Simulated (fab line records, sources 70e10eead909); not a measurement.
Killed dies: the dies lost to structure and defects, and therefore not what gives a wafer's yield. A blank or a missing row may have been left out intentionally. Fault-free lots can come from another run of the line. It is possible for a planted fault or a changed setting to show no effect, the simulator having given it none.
fab line records	flow nand-harc
[record] lots = 7	wafers = 21	last-day = 24
route steps=1159 shown P_ZERO_WELL@45
lots that met no fault: from a run of the same line without faults
start-h: the number of hours between the record's first day and the start of the first shown wafer of the lot	wait-h: time in hours since the lot's previous step	" unchanged from the row above	L1.1+2: a single row standing in for several wafers	- either no value or no given start	* or withheld: withheld	< > ~ a bound
route shown NAME@n: NAME is a module with steps in the file, n the number in the route of the first one	usual: the fault-free wafers' mean and standard deviation	same: alike in all rows	chamber/n: place in a boat	sites: readings site by site	_std_site: standard deviation of those values	_edge_site: mean of outer sites minus mean of inner sites	radius-mm: how far each site lies from the wafer's centre	mask NAME#n: copy n	behind: the most recent tool/chamber to have shaped the wafer	hold: what put the lot on hold/how long, in hours/how the hold closed	device: transistor that didn't switch, given as n, p or np	end of line: the same wafers' tests at the end of the route	for a step that has no rows: nothing shown but its recipe	killed: dies lost to structure and defects at the first sort, not the wafer's yield	map: the dies of a wafer, with x for killed, . for not killed, _ for no die there
set.NAME: the run value of the setting; set.NAME@STEP: its run value at that earlier step	model.NAME: the simulator's own value behind a step, which no gauge read
lots at selected steps of the route; one table per step, one row per wafer
services: a tool's chamber out of use, with start hour (start-h, from the record's first day; less than 0 if before it), hours out, and reason
[[steps]]
[step NHARC_P_ZERO_WELL_HARDBAKE_38]
[recipe] temp-c = 125	time-s = 80
[step NHARC_P_ZERO_WELL_DESCUM_39]
[recipe] time-s = 3	o2-flow-sccm = 200	ar-flow-sccm = 0	bias-power-w = 0	chemistry = O2
[usual] chamber-pressure-mTorr = 60.00/0.052	drypump-motor-current-A = 5.9/0.53	oes-product-au = 0.998/0.0097	rf-vpp-V = 57.9/0.94	showerhead-plenum-p-Torr = 1.90/0.084	throttle-valve-pct = 11.313/0.0095
lot.wafer	tool	chamber	start-h	wait-h	chamber-pressure-mTorr	drypump-motor-current-A	oes-product-au	rf-hours-counter-h	rf-vpp-V	showerhead-plenum-p-Torr	throttle-valve-pct
L498.1	rie-diel-12	2	40.43	-	59.96	6.7	0.993	1	58.9	2.01	11.313
L498.3	"	3	"	"	59.99	6.2	0.994	1	57.6	2.05	11.307
L498.6	"	2	"	"	60.00	6.7	0.998	-	58.8	2.01	11.309
L499.3	rie-diel-13	2	46.33	-	60.05	5.9	0.996	8	58.3	1.79	11.313
L499.2	"	3	"	"	59.88	5.0	0.996	8	56.3	1.86	11.312
L499.6	"	2	"	"	60.06	5.9	1.005	-	58.5	1.79	11.323
L502.1	rie-diel-12	2	64.43	-	60.03	6.7	1.015	2	58.5	2.01	11.309
L502.4	"	3	"	"	60.06	6.2	1.003	2	58.2	2.05	11.303
L502.5	"	2	"	"	60.02	6.6	0.996	-	57.8	2.01	11.312
L514.2	rie-diel-13	0	136.40	-	59.98	6.7	1.009	2	57.8	1.80	11.320
L514.3	"	3	"	"	59.92	5.0	1.009	2	59.0	1.86	11.311
L514.5	"	0	"	"	59.99	6.7	1.014	-	57.6	1.80	11.304
L515.2	rie-diel-04	3	142.45	-	60.01	6.0	1.006	1	57.5	1.92	11.307
L515.3	"	1	"	"	60.00	5.4	1.004	1	57.9	1.95	11.311
L515.5	"	3	"	"	59.97	6.0	1.002	-	59.3	1.92	11.327
L516.3	rie-diel-12	1	148.42	-	59.95	5.8	1.002	8	58.2	1.78	11.321
L516.2	"	2	"	"	59.97	6.6	1.005	8	57.9	2.01	11.316
L516.5	"	1	"	"	60.00	5.8	1.004	-	57.8	1.78	11.313
L517.3	rie-diel-04	0	154.28	-	60.00	5.8	0.979	2	58.3	1.91	11.311
L517.2	"	1	"	"	60.03	5.3	1.008	2	58.1	1.95	11.309
L517.5	"	0	"	"	60.07	5.8	0.985	-	58.8	1.91	11.296
[step NHARC_P_ZERO_WELL_IMPLANT_40]
[recipe] energy-kev = 300	dose-cm2 = 1e+13	tilt-deg = 7
[step NHARC_P_ZERO_WELL_IMPLANT_59]
[recipe] energy-kev = 120	dose-cm2 = 5e+12	tilt-deg = 7
[step NHARC_P_ZERO_WELL_IMPLANT_60]
[recipe] energy-kev = 30	dose-cm2 = 2e+12	tilt-deg = 7
[step NHARC_P_ZERO_WELL_STRIP_41]
[recipe] time-s = 840	temp-c = 130	chemistry = SPM
[step NHARC_P_ZERO_WELL_DEHYDRATE_44]
[recipe] temp-c = 150	time-s = 120
[step NHARC_P_ZERO_WELL_HMDS_45]
[recipe] time-s = 30
[step NHARC_P_ZERO_WELL_COAT_46]
[recipe] spin-rpm = withheld
[step NHARC_P_ZERO_WELL_SOFTBAKE_47]
[recipe] temp-c = 122	time-s = 95
[step NHARC_P_ZERO_WELL_EBR_48]
[step NHARC_P_ZERO_WELL_EXPOSE_49]
[recipe] na = 0.6	target-cd-nm = 2000	dose-mj = 22.64	mask-id = P_HVPW
[step NHARC_P_ZERO_WELL_PEB_50]
[recipe] peb-temp-c = 118	peb-time-s = 85
[usual] chill-plate-temp-C = 22.99/0.089	exhaust-pa = 44.9/1.1
lot.wafer	tool	chamber	start-h	wait-h	chill-plate-temp-C	exhaust-pa
L498.1	litho-track-07	0	41.82	0.1	23.07	46.5
L498.3	"	0	"	"	22.91	45.5
L498.6	"	0	"	"	23.11	45.6
L499.2	litho-track-03	0	47.62	0.1	22.96	45.7
L499.3	"	0	"	"	23.00	46.1
L499.6	"	0	"	"	22.90	44.6
L502.1	litho-track-02	0	65.81	0.1	23.00	45.9
L502.4	"	0	"	"	22.98	45.0
L502.5	"	0	"	"	23.06	45.5
L514.2	litho-track-02	-	137.78	0.1	-	-
L514.3	"	-	"	"	-	-
L514.5	"	-	"	"	-	-
L515.2	litho-track-03	-	143.71	0.1	-	-
L515.3	"	-	"	"	-	-
L515.5	"	-	"	"	-	-
L516.2	litho-track-02	-	149.70	0.1	-	-
L516.3	"	-	"	"	-	-
L516.5	"	-	"	"	-	-
L517.2	litho-track-02	0	155.66	0.1	22.99	42.8
L517.3	"	0	"	"	22.97	44.3
L517.5	"	0	"	"	23.02	43.5
[step NHARC_P_ZERO_WELL_DEVELOP_51]
[recipe] time-s = 70
[[services]]
tool	chamber	start-h	hours	kind
rie-diel-13	2	21.04	15.2	repair
rie-diel-12	-	25.40	9.0	pm
rie-diel-12	0	25.40	9.0	vent-cycle
rie-diel-12	1	25.40	9.0	vent-cycle
rie-diel-12	2	25.40	9.0	vent-cycle
rie-diel-12	3	25.40	9.0	vent-cycle
rie-diel-12	0	34.40	-	clean
rie-diel-12	1	34.40	-	clean
rie-diel-12	2	34.40	-	clean
rie-diel-12	3	34.40	-	clean
litho-track-03	-	38.00	7.0	pm
rie-diel-04	-	43.10	0.7	repair
rie-diel-12	0	58.90	-	clean
rie-diel-12	1	58.90	-	clean
rie-diel-12	2	58.90	-	clean
rie-diel-12	3	58.90	-	clean
rie-diel-12	0	83.40	-	clean
rie-diel-12	1	83.40	-	clean
rie-diel-12	2	83.40	-	clean
rie-diel-12	-	83.67	0.4	repair
rie-diel-12	0	98.29	29.2	repair
rie-diel-13	-	99.00	9.0	pm
rie-diel-12	1	103.57	3.7	repair
rie-diel-04	-	111.90	9.0	pm
[[key]]
[first-sign] step = NHARC_P_ZERO_WELL_PEB_50	reading = tool-record	direction = missing
effect none on later readings
met-at NHARC_P_ZERO_WELL_PEB_50
struck-wafers L514.2,L514.3,L514.5,L515.2,L515.3,L515.5,L516.2,L516.3,L516.5
later-rows-left-out L514.2,L514.3,L514.5,L515.2,L515.3,L515.5,L516.2,L516.3,L516.5
sort-left-out L514.2,L514.3,L514.5,L515.2,L515.3,L515.5,L516.2,L516.3,L516.5
tester-left-out L514,L515,L516
onset-between 65.81 137.78
[fault] kind = skipped-step-whole	tool = litho-track-02,litho-track-03	chamber = -	onset-h = 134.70	steps = NHARC_P_ZERO_WELL_PEB_50	scope = struck-lots-only
// tester-left-out: of these lots the tester's yield and bins aren't shown, on N5 and GAA mostly nor the transistor test; their killed dies are dies lost to structure and defects alone, not to doping, threshold or leakage, so they don't give the yield
// sort-left-out: the simulated sort isn't trusted on such a fault, so these wafers' sort isn't shown, and their yield isn't known
// later-rows-left-out: the simulator's readings of these wafers behind a module that went badly wrong aren't trusted and aren't shown, but for the sort
